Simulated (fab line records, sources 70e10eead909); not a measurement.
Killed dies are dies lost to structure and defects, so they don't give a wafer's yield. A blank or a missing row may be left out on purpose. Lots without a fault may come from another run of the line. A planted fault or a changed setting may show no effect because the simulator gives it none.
A sampling plan put to the test | flow nand_harc | one fab line, 29 faults that these records tell of, each judged on the records of the lots that it struck
The plan is the line's own looks: the steps of the route at which a gauge or an inspection reads the wafer and doesn't change it. A look can be judged if struck wafers have a number there and the file gives its usual mean and standard deviation on fault-free wafers. Caught: at a look after the fault's first step, the mean of the struck wafers lies 4 or more of those standard deviations (sigma) from the usual mean. On the tool: the same test on the tool's own readings at the fault's steps. Another recipe on the struck wafers, or a record that is blank for them alone, also counts as caught.

THE FAULTS, as the simulator had put them in
1. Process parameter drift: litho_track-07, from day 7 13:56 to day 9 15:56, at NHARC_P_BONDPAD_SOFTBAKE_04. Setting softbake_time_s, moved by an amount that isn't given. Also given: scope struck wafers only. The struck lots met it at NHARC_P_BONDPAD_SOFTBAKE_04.
2. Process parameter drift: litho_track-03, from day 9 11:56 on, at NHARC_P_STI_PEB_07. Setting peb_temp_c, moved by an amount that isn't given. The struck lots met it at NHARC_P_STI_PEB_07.
3. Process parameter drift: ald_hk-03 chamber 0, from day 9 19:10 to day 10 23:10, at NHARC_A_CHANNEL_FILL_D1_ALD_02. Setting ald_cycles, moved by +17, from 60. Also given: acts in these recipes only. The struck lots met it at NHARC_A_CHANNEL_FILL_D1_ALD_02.
4. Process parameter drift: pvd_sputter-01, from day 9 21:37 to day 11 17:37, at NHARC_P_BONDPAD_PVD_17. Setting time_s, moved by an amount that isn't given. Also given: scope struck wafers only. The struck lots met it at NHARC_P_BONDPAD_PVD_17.
5. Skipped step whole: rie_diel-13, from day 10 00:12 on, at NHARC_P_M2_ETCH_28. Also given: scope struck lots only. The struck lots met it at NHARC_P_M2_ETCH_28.
6. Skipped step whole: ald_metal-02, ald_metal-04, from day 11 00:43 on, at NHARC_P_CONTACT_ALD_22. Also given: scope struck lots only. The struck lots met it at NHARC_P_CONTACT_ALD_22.
7. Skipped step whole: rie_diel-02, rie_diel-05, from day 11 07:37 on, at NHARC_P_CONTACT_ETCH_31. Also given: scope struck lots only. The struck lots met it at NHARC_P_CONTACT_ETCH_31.
8. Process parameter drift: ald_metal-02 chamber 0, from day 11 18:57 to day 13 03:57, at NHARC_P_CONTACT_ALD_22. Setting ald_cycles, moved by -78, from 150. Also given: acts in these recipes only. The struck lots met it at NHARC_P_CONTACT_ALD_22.
9. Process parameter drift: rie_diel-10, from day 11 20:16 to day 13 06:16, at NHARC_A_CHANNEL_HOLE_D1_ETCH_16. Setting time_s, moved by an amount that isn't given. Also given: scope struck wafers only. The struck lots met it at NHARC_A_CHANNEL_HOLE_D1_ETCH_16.
10. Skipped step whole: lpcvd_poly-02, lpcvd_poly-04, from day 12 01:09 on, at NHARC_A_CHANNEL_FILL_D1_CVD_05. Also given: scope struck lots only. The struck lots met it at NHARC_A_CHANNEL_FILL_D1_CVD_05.
11. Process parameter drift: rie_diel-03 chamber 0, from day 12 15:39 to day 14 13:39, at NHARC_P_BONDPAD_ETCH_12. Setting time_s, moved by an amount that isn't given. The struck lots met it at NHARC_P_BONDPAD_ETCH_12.
12. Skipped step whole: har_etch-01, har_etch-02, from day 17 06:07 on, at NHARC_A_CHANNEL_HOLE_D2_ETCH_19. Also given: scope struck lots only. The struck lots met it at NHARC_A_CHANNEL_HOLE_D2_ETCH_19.
13. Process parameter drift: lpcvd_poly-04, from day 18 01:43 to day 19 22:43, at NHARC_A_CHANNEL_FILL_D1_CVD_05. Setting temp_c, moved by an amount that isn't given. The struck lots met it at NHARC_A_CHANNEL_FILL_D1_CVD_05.
14. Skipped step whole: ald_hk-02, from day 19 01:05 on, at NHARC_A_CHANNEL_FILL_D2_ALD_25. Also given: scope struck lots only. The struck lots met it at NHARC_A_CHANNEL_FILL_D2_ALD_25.
15. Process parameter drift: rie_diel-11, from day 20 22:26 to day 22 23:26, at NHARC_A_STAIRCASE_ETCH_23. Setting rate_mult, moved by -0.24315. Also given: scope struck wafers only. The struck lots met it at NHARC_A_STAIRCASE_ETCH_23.
16. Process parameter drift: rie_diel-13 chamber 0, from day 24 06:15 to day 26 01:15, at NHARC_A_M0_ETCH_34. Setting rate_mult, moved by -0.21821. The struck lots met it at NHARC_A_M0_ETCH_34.
17. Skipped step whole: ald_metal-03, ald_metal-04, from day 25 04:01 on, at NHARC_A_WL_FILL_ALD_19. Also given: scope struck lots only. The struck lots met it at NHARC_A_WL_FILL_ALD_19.
18. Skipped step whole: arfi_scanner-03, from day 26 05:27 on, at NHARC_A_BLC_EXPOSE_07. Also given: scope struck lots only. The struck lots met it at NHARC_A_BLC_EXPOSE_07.
19. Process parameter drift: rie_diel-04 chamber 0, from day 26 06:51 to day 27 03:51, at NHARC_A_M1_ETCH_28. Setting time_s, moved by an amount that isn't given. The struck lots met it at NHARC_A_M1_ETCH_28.
20. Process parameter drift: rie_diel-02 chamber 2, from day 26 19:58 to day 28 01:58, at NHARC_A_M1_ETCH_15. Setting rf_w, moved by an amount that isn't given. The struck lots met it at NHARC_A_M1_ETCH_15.
21. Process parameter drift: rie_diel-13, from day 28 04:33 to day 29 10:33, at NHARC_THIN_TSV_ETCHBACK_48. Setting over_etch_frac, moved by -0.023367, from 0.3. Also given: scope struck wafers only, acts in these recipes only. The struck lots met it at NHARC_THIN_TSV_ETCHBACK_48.
22. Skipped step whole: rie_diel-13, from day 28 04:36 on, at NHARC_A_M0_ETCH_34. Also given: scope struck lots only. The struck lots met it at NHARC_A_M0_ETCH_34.
23. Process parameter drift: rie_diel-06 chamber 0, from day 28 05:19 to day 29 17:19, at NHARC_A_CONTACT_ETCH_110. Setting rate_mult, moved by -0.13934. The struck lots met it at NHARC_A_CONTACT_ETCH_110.
24. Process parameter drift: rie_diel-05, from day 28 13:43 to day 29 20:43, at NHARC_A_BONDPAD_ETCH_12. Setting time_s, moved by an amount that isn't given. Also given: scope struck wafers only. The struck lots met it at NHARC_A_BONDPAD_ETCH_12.
25. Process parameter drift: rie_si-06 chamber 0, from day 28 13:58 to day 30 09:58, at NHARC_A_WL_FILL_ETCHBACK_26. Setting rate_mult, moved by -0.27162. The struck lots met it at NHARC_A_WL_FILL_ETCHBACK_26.
26. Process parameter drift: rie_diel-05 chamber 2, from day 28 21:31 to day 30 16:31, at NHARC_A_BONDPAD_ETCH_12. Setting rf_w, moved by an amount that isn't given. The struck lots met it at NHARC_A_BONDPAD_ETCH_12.
27. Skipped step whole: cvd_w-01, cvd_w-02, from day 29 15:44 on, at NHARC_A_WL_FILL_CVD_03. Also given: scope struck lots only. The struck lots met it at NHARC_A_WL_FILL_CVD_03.
28. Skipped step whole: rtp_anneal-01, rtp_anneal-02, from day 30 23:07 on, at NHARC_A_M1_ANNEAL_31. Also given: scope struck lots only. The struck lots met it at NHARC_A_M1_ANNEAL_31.
29. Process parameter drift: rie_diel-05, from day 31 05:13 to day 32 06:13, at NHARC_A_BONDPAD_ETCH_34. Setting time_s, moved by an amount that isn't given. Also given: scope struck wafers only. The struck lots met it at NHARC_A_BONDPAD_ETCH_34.

WHAT THE PLAN SAW
fault | on the tool itself                               | first look that catches it                   | reading, sigma                                            | median hours from its first step to that look | hours from the fault's start to the first struck lot there | judged looks passed uncaught
1     | heater_power_total_W +27 sigma                   | not the one look that can be judged after it | -                                                         | -                                             | -                                                          | 1
2     | plate_temp_C -13 sigma                           | NHARC_P_STI_CD_MEAS_09                       | cd_nm -8.1                                                | 0.1                                           | 9                                                          | 0
3     | under 2 sigma                                    | not the one look that can be judged after it | -                                                         | -                                             | -                                                          | 1
4     | under 2 sigma                                    | not the one look that can be judged after it | strongest: killed_at_periphery at NHARC_END_SORT_01, +2.5 | -                                             | -                                                          | 1
5     | the tool's record is blank for the struck wafers | no look after it can be judged               | -                                                         | -                                             | -                                                          | 0
6     | the tool's record is blank for the struck wafers | no look after it can be judged               | -                                                         | -                                             | -                                                          | 0
7     | the tool's record is blank for the struck wafers | no look after it can be judged               | -                                                         | -                                             | -                                                          | 0
8     | under 2 sigma                                    | not the one look that can be judged after it | -                                                         | -                                             | -                                                          | 1
9     | run_length_s -99 or beyond sigma                 | not the one look that can be judged after it | -                                                         | -                                             | -                                                          | 1
10    | the tool's record is blank for the struck wafers | no look after it can be judged               | -                                                         | -                                             | -                                                          | 0
11    | run_length_s -16 sigma                           | no look after it can be judged               | -                                                         | -                                             | -                                                          | 0
12    | the tool's record is blank for the struck wafers | no look after it can be judged               | -                                                         | -                                             | -                                                          | 0
13    | spike_tc_lower_C +13 sigma                       | NHARC_END_WLT_00                             | VT_DECK1_MIDDLE_INNER +12                                 | 350.7                                         | 349                                                        | 0
14    | the tool's record is blank for the struck wafers | not the one look that can be judged after it | -                                                         | -                                             | -                                                          | 1
15    | oes_product_au -9.2 sigma                        | no look after it can be judged               | -                                                         | -                                             | -                                                          | 0
16    | oes_product_au -12 sigma                         | not the one look that can be judged after it | -                                                         | -                                             | -                                                          | 1
17    | the tool's record is blank for the struck wafers | not the one look that can be judged after it | -                                                         | -                                             | -                                                          | 1
18    | no reading that can be judged                    | no look after it can be judged               | -                                                         | -                                             | -                                                          | 0
19    | run_length_s -51 sigma                           | no look after it can be judged               | -                                                         | -                                             | -                                                          | 0
20    | rf_fwd_power_W -42 sigma                         | no look after it can be judged               | -                                                         | -                                             | -                                                          | 0
21    | under 2 sigma                                    | not the one look that can be judged after it | -                                                         | -                                             | -                                                          | 1
22    | the tool's record is blank for the struck wafers | no look after it can be judged               | -                                                         | -                                             | -                                                          | 0
23    | oes_product_au -9.2 sigma                        | no look after it can be judged               | -                                                         | -                                             | -                                                          | 0
24    | run_length_s -37 sigma                           | no look after it can be judged               | -                                                         | -                                             | -                                                          | 0
25    | oes_product_au -18 sigma                         | not the one look that can be judged after it | -                                                         | -                                             | -                                                          | 1
26    | rf_fwd_power_W -32 sigma                         | no look after it can be judged               | -                                                         | -                                             | -                                                          | 0
27    | the tool's record is blank for the struck wafers | no look after it can be judged               | -                                                         | -                                             | -                                                          | 0
28    | the tool's record is blank for the struck wafers | no look after it can be judged               | -                                                         | -                                             | -                                                          | 0
29    | run_length_s -38 sigma                           | no look after it can be judged               | -                                                         | -                                             | -                                                          | 0
A dash: the fault isn't caught, or these records don't give the number.

Caught at a look: 2 of 29. Caught on the tool: 24 of 29. By one or the other: 24 of 29.
Caught on the tool alone: faults 1, 5, 6, 7, 9, 10, 11, 12, 14, 15, 16, 17, 19, 20, 22, 23, 24, 25, 26, 27, 28, 29.
Caught by neither: faults 3, 4, 8, 18, 21.

THINNER SAMPLING
If the look that catches a fault measured only every second or every third lot, by lot number, the first struck lot would be measured this late in the worst case:
fault | struck lots at that look, in order of time | every lot | every second lot | every third lot
2     | L411, L412                                 | 9 h       | 19 h             | may miss all 2
13    | L746, L749                                 | 349 h     | 399 h            | may miss all 2
Hours are from the fault's start to the first struck lot that is measured. The limit of 4 sigma was tested on all struck wafers together, so one lot alone may lie under it. Other struck lots may not be in these records.

THE LONGEST TIMED WAY FROM STEP TO LOOK
Fault 13: a median of 350.7 hours passes between NHARC_A_CHANNEL_FILL_D1_CVD_05 and NHARC_END_WLT_00. No look between them can be judged.
